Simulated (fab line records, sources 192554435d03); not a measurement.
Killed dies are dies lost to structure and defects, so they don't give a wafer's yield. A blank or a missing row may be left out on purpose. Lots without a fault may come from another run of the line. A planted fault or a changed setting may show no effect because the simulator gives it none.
Problem report in the 8D (eight disciplines) form, filled by code | flow n5_finfet | the parts of the form that need people (team, actions taken, sign-off) are left out

1. THE PROBLEM
cd_nm at N5_BEOL_M8_CD_MEAS_28 reads a mean of 38.15 nm on 3 wafers of 1 lot; wafers without a fault read 40.06 nm with a standard deviation of 0.24. That is -8.0 standard deviations from the usual mean.
The step: target cd 40 nm.
First seen on wafer L645.1, day 11 06:20, on cd_sem-01. The record holds 30 wafers of 10 lots with a number at this step. Rule for "out", or "out of limits": more than 4 standard deviations from the usual mean. The other wafers with a number count as sound.

2. WHAT IT IS AND WHAT IT IS NOT
question                    | is                     | is not
which readings at this step | cd_nm                  | -
which lots                  | L645                   | L637, L638, L640, L644, L652, L653, L654, L658, L659
which wafers of those lots  | all that have a number | -
read on which gauges        | cd_sem-01              | cd_sem-02
when                        | from day 11 06:20      | up to then (12 sound wafers); but 15 sound wafers of L652, L653, L654, L658, L659 came after

3. SUSPECTS, AND WHAT RULES EACH OUT
Counting: a tool at a process step up to the reading stays a suspect if it ran every lot that is out and no sound lot after the first of them.
- the gauge at N5_BEOL_M8_CD_MEAS_28: kept. All the wafers that are out were read on cd_sem-01, and no step on other tools shows them out.
- rie_diel-03 at N5_BEOL_M8_ETCH_61 (etches SiARC in CF4, target depth 45.5 nm, time 75.8 s): ruled out as a lasting fault. Sound lots L653 ran on it after its first lot that is out, L645 (day 11 05:23).
- rie_metal-02 at N5_BEOL_M8_HM_OPEN_17 (chemistry Cl2/BCl3, target TiN, target depth 20 nm, overetch 6 nm): ruled out as a lasting fault. Sound lots L653, L654, L659 ran on it after its first lot that is out, L645 (day 11 05:37).
- euv_scanner-01 at N5_BEOL_M8_EXPOSE_25 (exposes mask V7, target cd 40 nm): ruled out as a lasting fault. Sound lots L659, L658 ran on it after its first lot that is out, L645 (day 11 06:12).
Left after counting: cd_sem-01 at N5_BEOL_M8_CD_MEAS_28.

4. THE CAUSE (what the simulator had put in)
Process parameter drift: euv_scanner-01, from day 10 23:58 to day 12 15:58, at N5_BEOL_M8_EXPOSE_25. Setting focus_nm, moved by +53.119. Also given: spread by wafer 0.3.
Counting ruled it out, wrongly: the rule takes a fault to strike every lot that its tool runs from its start on, and this one did not.

5. THE CHAIN OF EFFECTS, in route order
Each row: a reading whose mean over the struck wafers that have a number lies more than 3 standard deviations from the usual. Only readings for which the record gives a usual standard deviation are gone through. hours: the time from each lot's start at the first step in this table that gives one to its start at this step, as a median over the lots. sigmas: the change in usual standard deviations.
hours | step                  | reading | usual    | on struck wafers | change | sigmas
0     | N5_BEOL_M8_CD_MEAS_28 | cd_nm   | 40.06 nm | 38.15            | -1.91  | -8.0

6. WHAT WOULD HAVE CAUGHT IT SOONER
In this record the first reading out of limits at a measuring or inspecting step was taken at day 11 06:20, 6 hours after the fault began at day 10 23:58.
